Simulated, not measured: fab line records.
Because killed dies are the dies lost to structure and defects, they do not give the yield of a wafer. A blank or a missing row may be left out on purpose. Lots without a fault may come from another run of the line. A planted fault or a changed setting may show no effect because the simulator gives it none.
Chamber matching | flow nand harc | 4 sister chambers for NHARC_A_STAIRCASE_STRIP_476 on rie diel-06
The step strips in O2, time 20 s. 18 wafers are shown with their chamber, then 9 later ones without.

## EACH WAFER AND ITS CHAMBER
wafer  | chamber | drypump motor current A (A) | showerhead plenum p Torr (Torr) | rf vpp V (V)
L074.2 | 2       | 5.0                         | 3.49                            | 57.0
L074.5 | 3       | 6.5                         | 3.31                            | 56.4
L074.6 | 0       | 5.6                         | 3.68                            | 58.2
L075.1 | 3       | 6.5                         | 3.30                            | 57.6
L075.3 | 0       | 5.7                         | 3.67                            | 57.4
L075.5 | 0       | 5.7                         | 3.67                            | 58.7
L076.2 | 0       | 5.6                         | 3.67                            | 57.3
L076.4 | 2       | 5.1                         | 3.49                            | 60.4
L076.5 | 2       | 5.1                         | 3.48                            | 57.7
L077.2 | 3       | 6.5                         | 3.30                            | 57.9
L077.3 | 0       | 5.6                         | 3.67                            | 57.6
L077.6 | 0       | 5.6                         | 3.67                            | 57.4
L084.3 | 0       | 5.7                         | 3.66                            | 59.7
L084.4 | 1       | 5.5                         | 3.59                            | 57.0
L084.5 | 1       | 5.5                         | 3.59                            | 56.9
L087.3 | 1       | 5.5                         | 3.58                            | 57.2
L087.5 | 2       | 5.0                         | 3.46                            | 58.7
L087.6 | 3       | 6.5                         | 3.80                            | 58.9

SIGNATURES (means of the wafers above)
reading                  | chamber 0 | chamber 1 | chamber 2 | chamber 3 | scatter within a chamber
drypump motor current A  | 5.643     | 5.500     | 5.050     | 6.500     | 0.044
showerhead plenum p Torr | 3.6700    | 3.5867    | 3.4800    | 3.4275    | 0.115
rf vpp V                 | 58.043    | 57.033    | 58.450    | 57.700    | 1.02
Rule: for a wafer and a chamber, the distance is found by dividing, reading by reading, the gap between the wafer's reading and the chamber's mean by the reading's scatter, squaring, summing and taking the root. If the next closest chamber is less than 2 further off than the closest, the wafer can't be placed; otherwise it belongs to the closest. The scatter: the root of (the sum of the squares of (reading less its chamber's mean) over the shown wafers, divided by (wafers less chambers)).

## WAFERS WITHOUT THEIR CHAMBER
wafer  | drypump motor current A (A) | showerhead plenum p Torr (Torr) | rf vpp V (V)
L095.2 | 5.7                         | 3.64                            | 59.2
L095.3 | 6.5                         | 3.79                            | 59.9
L095.6 | 5.5                         | 3.57                            | 57.5
L094.2 | 5.0                         | 3.45                            | 56.8
L094.4 | 5.5                         | 3.57                            | 59.0
L094.5 | 5.1                         | 3.45                            | 58.8
L097.3 | 5.7                         | 3.63                            | 59.4
L097.5 | 5.0                         | 3.44                            | 57.2
L097.6 | 6.5                         | 3.78                            | 57.6

## EACH ONE'S CHAMBER
wafer  | from the rows above     | in truth
L095.2 | 0                       | 0
L095.3 | 3                       | 3
L095.6 | 1                       | 1
L094.2 | 2                       | 2
L094.4 | can't be placed: 1 or 0 | 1
L094.5 | 2                       | 2
L097.3 | 0                       | 0
L097.5 | 2                       | 2
L097.6 | 3                       | 3
Placed correctly: 8 of 9. Can't be placed from these rows: 1 (the true chamber is among the candidates in 1). Placed wrongly: 0.
